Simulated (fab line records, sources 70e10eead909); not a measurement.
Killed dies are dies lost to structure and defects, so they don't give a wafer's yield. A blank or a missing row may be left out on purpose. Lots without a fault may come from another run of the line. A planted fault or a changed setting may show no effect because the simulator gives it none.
Which tool did it? | flow nand_harc | 13 lots, 37 wafers sampled, at 5 steps of a route of 1302

WHAT THE GAUGES READ, wafer by wafer
NHARC_A_CONTACT_CD_MEAS_80.
lot  | measured     | on        | cd_nm (nm)
L161 | day 22 14:50 | cd_sem-02 | 289.3 289.5 289.5
L162 | day 22 17:35 | cd_sem-02 | 289.0 290.0 289.0
L160 | day 22 21:12 | cd_sem-02 | 289.9 290.2 290.4
L163 | day 23 00:42 | cd_sem-02 | 289.2 289.7 288.8
L164 | day 23 01:34 | cd_sem-02 | 290.4 289.8 289.7
L166 | day 23 14:45 | cd_sem-02 | 289.4 288.2 289.2
L170 | day 25 12:34 | cd_sem-03 | 288.7 288.4 288.4
L171 | day 26 12:33 | cd_sem-01 | 290.0 290.1 290.4
L172 | day 26 20:15 | cd_sem-03 | 290.5 289.8
L174 | day 27 14:26 | cd_sem-03 | 290.3 290.1
L183 | day 31 01:58 | cd_sem-01 | 290.6 290.6 291.1
L182 | day 31 06:31 | cd_sem-01 | 290.0 290.4 290.6
L181 | day 31 22:25 | cd_sem-02 | 288.5 288.4 288.8

NHARC_END_SORT_01.
lot  | measured     | on        | killed_at_array | killed_at_other | killed_at_periphery | killed_dies | killed_open | killed_short
L171 | day 29 02:23 | prober-01 | 33 246 32       | 2 2 2           | 6 3 2               | 41 251 36   | 1 3 3       | 2 0 0

WHICH TOOL RAN EACH LOT (tool, then ch and the chambers of the sampled wafers, then the start)
lot  | NHARC_A_CONTACT_ETCH_106           | NHARC_A_CONTACT_ETCH_30            | NHARC_A_CONTACT_ETCH_138
L161 | rie_diel-01 ch 1,3, day 22 15:47   | rie_diel-08 ch 0,1, day 22 22:32   | har_cap_etch-01 ch 0, day 23 00:12
L162 | rie_diel-01 ch 1,2, day 22 17:53   | rie_diel-04 ch 1,2, day 23 00:32   | har_cap_etch-01 ch 0,1, day 23 02:08
L160 | rie_diel-01 ch 1,2,3, day 22 21:30 | rie_diel-01 ch 2,3, day 23 02:28   | har_cap_etch-02 ch 0,1, day 23 04:10
L163 | rie_diel-08 ch 1,3, day 23 01:04   | rie_diel-01 ch 0,1,3, day 23 05:00 | har_cap_etch-01 ch 0,1, day 23 06:41
L164 | rie_diel-01 ch 0,2,3, day 23 01:53 | rie_diel-08 ch 0,1,2, day 23 05:59 | har_cap_etch-03 ch 0,1, day 23 07:37
L166 | rie_diel-01 ch 0,1,3, day 23 15:02 | rie_diel-01 ch 0,2,3, day 23 20:27 | har_cap_etch-02 ch 0,1, day 23 22:04
L170 | rie_diel-04 ch 1,2, day 25 12:54   | rie_diel-04 ch 1,3, day 25 16:47   | har_cap_etch-03 ch 0,1, day 25 18:31
L171 | rie_diel-01 ch 0,1,3, day 26 12:58 | rie_diel-04 ch 1,2,3, day 26 20:16 | har_cap_etch-02 ch 0,1, day 26 22:20
L172 | rie_diel-08 ch 2,3, day 26 20:33   | rie_diel-04 ch 0,2, day 27 00:54   | har_cap_etch-01 ch 0,1, day 27 02:33
L174 | rie_diel-08 ch 0,3, day 27 14:44   | rie_diel-04 ch 1,2, day 27 18:35   | har_cap_etch-01 ch 0, day 27 20:12
L183 | rie_diel-08 ch 2,3, day 31 02:19   | rie_diel-04 ch 0,2, day 31 07:01   | har_cap_etch-03 ch 0,1, day 31 08:46
L182 | rie_diel-04 ch 1,2,3, day 31 07:00 | rie_diel-08 ch 1,2, day 31 17:41   | har_cap_etch-02 ch 0,1, day 31 19:25
L181 | rie_diel-08 ch 0,1, day 31 22:56   | rie_diel-01 ch 0,2,3, day 32 03:09 | har_cap_etch-02 ch 0,1, day 32 04:51
- NHARC_A_CONTACT_ETCH_106: etches the open film in CF4/O2, target depth 90 nm, overetch 9 nm, time 49.5 s.
- NHARC_A_CONTACT_ETCH_30: etches the open film in CF4/CHF3, target depth 72.6 nm, time 36.3 s.
- NHARC_A_CONTACT_ETCH_138: etches the open film in C4F8/O2/Ar, time 311 s, target depth 1914 nm.

WHAT THE TOOLS THEMSELVES READ (means of the sampled wafers that have a number; where no wafer has one, the mark that the record gives instead)
NHARC_A_CONTACT_ETCH_106.
lot  | tool        | drypump_motor_current_A (A) | oes_product_au (a.u.) | rf_vpp_V (V) | run_length_s (s) | showerhead_plenum_p_Torr (Torr) | throttle_valve_pct (%)
L161 | rie_diel-01 | 5.73                        | 0.994                 | 198.7        | 71.2             | 1.30                            | 13.396
L162 | rie_diel-01 | 5.98                        | 1.007                 | 197.2        | 70.9             | 1.31                            | 13.396
L160 | rie_diel-01 | 5.91                        | 1.003                 | 196.2        | 70.9             | 1.29                            | 13.394
L163 | rie_diel-08 | 5.67                        | 0.988                 | 197.9        | 71.0             | 1.35                            | 13.389
L164 | rie_diel-01 | 5.75                        | 0.993                 | 196.9        | 70.5             | 1.32                            | 13.405
L166 | rie_diel-01 | 5.65                        | 0.995                 | 198.8        | 71.1             | 1.35                            | 13.394
L170 | rie_diel-04 | 6.08                        | 1.004                 | 198.0        | 70.6             | 1.36                            | 13.387
L171 | rie_diel-01 | 5.66                        | 0.987                 | 197.4        | 71.0             | 1.35                            | 13.395
L172 | rie_diel-08 | 5.71                        | 1.002                 | 197.6        | 71.4             | 1.29                            | 13.402
L174 | rie_diel-08 | 5.60                        | 1.006                 | 197.6        | 70.8             | 1.32                            | 13.395
L183 | rie_diel-08 | 5.67                        | 1.004                 | 196.5        | 71.2             | 1.29                            | 13.395
L182 | rie_diel-04 | 6.02                        | 0.996                 | 198.8        | 70.6             | 1.38                            | 13.398
L181 | rie_diel-08 | 5.43                        | 1.008                 | 198.0        | 70.3             | 1.34                            | 13.400

NHARC_A_CONTACT_ETCH_30.
lot  | tool        | drypump_motor_current_A (A) | oes_product_au (a.u.) | rf_vpp_V (V) | run_length_s (s) | showerhead_plenum_p_Torr (Torr) | throttle_valve_pct (%)
L161 | rie_diel-08 | 5.50                        | 0.922                 | 372.0        | 57.4             | 1.61                            | 16.802
L162 | rie_diel-04 | 6.08                        | 0.934                 | 371.4        | 57.4             | 1.61                            | 16.802
L160 | rie_diel-01 | 5.83                        | 0.920                 | 367.9        | 57.4             | 1.49                            | 16.803
L163 | rie_diel-01 | 5.67                        | 0.924                 | 371.0        | 57.5             | 1.59                            | 16.810
L164 | rie_diel-08 | 5.51                        | 0.924                 | 370.2        | 57.5             | 1.58                            | 16.804
L166 | rie_diel-01 | 5.76                        | 0.927                 | 369.8        | 57.3             | 1.55                            | 16.805
L170 | rie_diel-04 | 6.03                        | 0.919                 | 372.0        | 57.6             | 1.63                            | 16.806
L171 | rie_diel-04 | 6.03                        | 0.925                 | 372.4        | 54.9             | 1.63                            | 16.818
L172 | rie_diel-04 | 6.18                        | 0.929                 | 371.9        | 53.5             | 1.61                            | 16.805
L174 | rie_diel-04 | 6.05                        | 0.922                 | 372.6        | 53.4             | 1.61                            | 16.805
L183 | rie_diel-04 | 6.26                        | 0.955                 | 370.9        | 57.8             | 1.59                            | 16.807
L182 | rie_diel-08 | 5.59                        | 0.939                 | 371.1        | 57.5             | 1.57                            | 16.808
L181 | rie_diel-01 | 5.75                        | 0.971                 | 372.6        | 57.1             | 1.62                            | 16.808

NHARC_A_CONTACT_ETCH_138.
lot  | tool            | oes_air_line_au (a.u.)
L161 | har_cap_etch-01 | 1.007
L162 | har_cap_etch-01 | 1.013
L160 | har_cap_etch-02 | 1.007
L163 | har_cap_etch-01 | 0.990
L164 | har_cap_etch-03 | 0.993
L166 | har_cap_etch-02 | 1.008
L170 | har_cap_etch-03 | 1.019
L171 | har_cap_etch-02 | 1.000
L172 | har_cap_etch-01 | 1.006
L174 | har_cap_etch-01 | 0.990
L183 | har_cap_etch-03 | 0.989
L182 | har_cap_etch-02 | 1.008
L181 | har_cap_etch-02 | 1.004

THE ANSWER, worked out from the rows above alone
Rule: what is usual is taken from the lots themselves. Put in order of their means at a reading, lots are off if they are a third of the lots or fewer, leave a main group of 4 or more, and stand apart from it by a gap of 3 or more times the standard deviation of the main group's means; of several such gaps the widest counts. A main group whose means are all the same, to the digits that the tables above print for the reading, isn't used. A lot without any number at a reading at which 4 lots or more have one is off too. The other lots that the step has rows for count as sound. The gauges are gone through in route order, then the tools' own readings, and for those a lot's mean is taken as printed above. The first step at which some lot is off is used, and at that step the reading that is off furthest; a lot without a number counts as furthest.
Off: L171, L172, L174, at NHARC_A_CONTACT_ETCH_30 (run_length_s). The main group: mean 57.5 s, standard deviation 0.17.
A tool fits if, at that step or a process step before it, it ran every lot that is off, and no sound lot after the first of them. None of those tried fits.

WHAT THE SIMULATOR HAD PUT IN
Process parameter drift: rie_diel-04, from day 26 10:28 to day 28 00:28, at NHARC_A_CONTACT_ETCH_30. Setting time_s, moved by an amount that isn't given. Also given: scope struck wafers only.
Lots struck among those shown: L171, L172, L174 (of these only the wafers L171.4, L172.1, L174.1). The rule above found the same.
